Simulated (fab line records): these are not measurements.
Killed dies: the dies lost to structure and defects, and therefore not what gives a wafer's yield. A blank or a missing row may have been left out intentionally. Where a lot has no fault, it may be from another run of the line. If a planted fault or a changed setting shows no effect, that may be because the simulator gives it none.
Chamber matching | flow n5-finfet | ald-sin-02 running N5_BEOL_M1_ALD_98: 4 sister chambers
The step deposits SiO2, target thk 2.5 nm, pulse time 1 s, co reactant pulse time 1 s. 8 wafers are shown with their chamber, then 7 later ones without.

WAFERS WITH THEIR CHAMBER
wafer  | chamber | heater-power-w (W) | precursor-pulse-height-rel
L079.5 | 1       | 81                 | 1.017
L083.3 | 2       | 81                 | 1.032
L083.5 | 1       | 83                 | 1.011
L085.2 | 0       | 72                 | 1.006
L085.3 | 3       | 74                 | 0.986
L085.5 | 2       | 81                 | 1.025
L086.2 | 0       | 71                 | 1.005
L086.3 | 3       | 76                 | 0.991

WAFERS WITH NO CHAMBER GIVEN
wafer  | heater-power-w (W) | precursor-pulse-height-rel
L086.6 | 76                 | 1.027
L091.1 | 82                 | 0.991
L091.4 | 82                 | 1.014
L091.5 | 74                 | 0.985
L097.2 | 81                 | 0.994
L097.3 | 74                 | 0.996
L097.6 | 76                 | 1.008

WHICH CHAMBER EACH ONE RAN IN
wafer  | from the rows above          | in truth
L086.6 | can't be placed: 2 or 1      | 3
L091.1 | can't be placed: 1 or 3      | 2
L091.4 | 1                            | 1
L091.5 | 3                            | 3
L097.2 | can't be placed: 1 or 3      | 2
L097.3 | can't be placed: 3 or 0      | 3
L097.6 | can't be placed: 0 or 3 or 1 | 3
Placed correctly: 2 of 7. Not placeable from these rows: 5 (in 2, the candidates include the true chamber). Number placed wrongly: 0.
How it was worked out, from the rows above alone: a wafer's distance from a chamber is the root of the sum, over the readings, of the square of ((its reading less the chamber's mean) divided by the reading's scatter). The wafer belongs to the nearest chamber; if the next one is less than 2 further off, it can't be placed. A chamber's mean is the mean of its shown wafers. The scatter is the square root of a quotient: the sum, over the shown wafers, of each reading's squared deviation from its chamber's mean, divided by wafers minus chambers.
